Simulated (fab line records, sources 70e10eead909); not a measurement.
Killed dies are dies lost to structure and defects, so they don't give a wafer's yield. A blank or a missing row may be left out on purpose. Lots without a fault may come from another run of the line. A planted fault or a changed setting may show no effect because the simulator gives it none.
Chamber matching | flow nand_harc | NHARC_A_SLIT_ETCH_29 on rie_diel-05: 4 sister chambers
The step etches the open film in CF4/O2, target depth 100 nm, overetch 10 nm, time 55 s. 16 wafers are shown with their chamber, then 8 later ones without.

WAFERS WITH THEIR CHAMBER
wafer  | chamber | showerhead_plenum_p_Torr (Torr) | drypump_motor_current_A (A) | rf_vpp_V (V)
L077.2 | 1       | 1.42                            | 5.1                         | 199.2
L077.4 | 0       | 1.42                            | 5.5                         | 199.5
L077.6 | 2       | 1.30                            | 5.2                         | 197.1
L078.1 | 1       | 1.42                            | 5.1                         | 199.9
L078.2 | 0       | 1.42                            | 5.5                         | 198.9
L078.3 | 3       | 1.28                            | 5.1                         | 196.1
L084.2 | 1       | 1.42                            | 5.1                         | 199.2
L084.3 | 2       | 1.29                            | 5.2                         | 196.8
L084.6 | 1       | 1.42                            | 5.1                         | 199.8
L086.1 | 3       | 1.28                            | 5.0                         | 195.9
L086.2 | 0       | 1.42                            | 5.4                         | 200.3
L086.5 | 2       | 1.29                            | 5.1                         | 197.0
L088.2 | 1       | 1.42                            | 5.1                         | 199.2
L088.4 | 2       | 1.29                            | 5.1                         | 195.6
L088.5 | 1       | 1.42                            | 5.1                         | 197.1
L091.2 | 2       | 1.29                            | 5.1                         | 195.8

SIGNATURES (means of the wafers above)
reading                  | chamber 0 | chamber 1 | chamber 2 | chamber 3 | scatter within a chamber
showerhead_plenum_p_Torr | 1.4200    | 1.4200    | 1.2920    | 1.2800    | 0.00258
drypump_motor_current_A  | 5.467     | 5.100     | 5.140     | 5.050     | 0.0444
rf_vpp_V                 | 199.567   | 199.067   | 196.460   | 196.000   | 0.824
Rule: a wafer's distance from a chamber is the root of the sum, over the readings, of the square of ((its reading less the chamber's mean) divided by the reading's scatter). The wafer belongs to the nearest chamber; if the next one is less than 2 further off, it can't be placed. The scatter: the root of (the sum of the squares of (reading less its chamber's mean) over the shown wafers, divided by (wafers less chambers)).

WAFERS WITHOUT THEIR CHAMBER
wafer  | showerhead_plenum_p_Torr (Torr) | drypump_motor_current_A (A) | rf_vpp_V (V)
L091.3 | 1.42                            | 5.1                         | 199.7
L091.4 | 1.42                            | 5.1                         | 200.2
L090.1 | 1.42                            | 5.1                         | 200.6
L090.3 | 1.42                            | 5.5                         | 200.0
L090.6 | 1.42                            | 5.5                         | 199.5
L095.1 | 1.29                            | 5.1                         | 195.8
L095.2 | 1.42                            | 5.5                         | 201.0
L095.5 | 1.28                            | 5.1                         | 196.1

WHICH CHAMBER EACH WENT THROUGH
wafer  | from the rows above | in truth
L091.3 | 1                   | 1
L091.4 | 1                   | 1
L090.1 | 1                   | 1
L090.3 | 0                   | 0
L090.6 | 0                   | 0
L095.1 | 2                   | 2
L095.2 | 0                   | 0
L095.5 | 3                   | 3
Placed correctly: 8 of 8. Can't be placed from these rows: 0. Placed wrongly: 0.
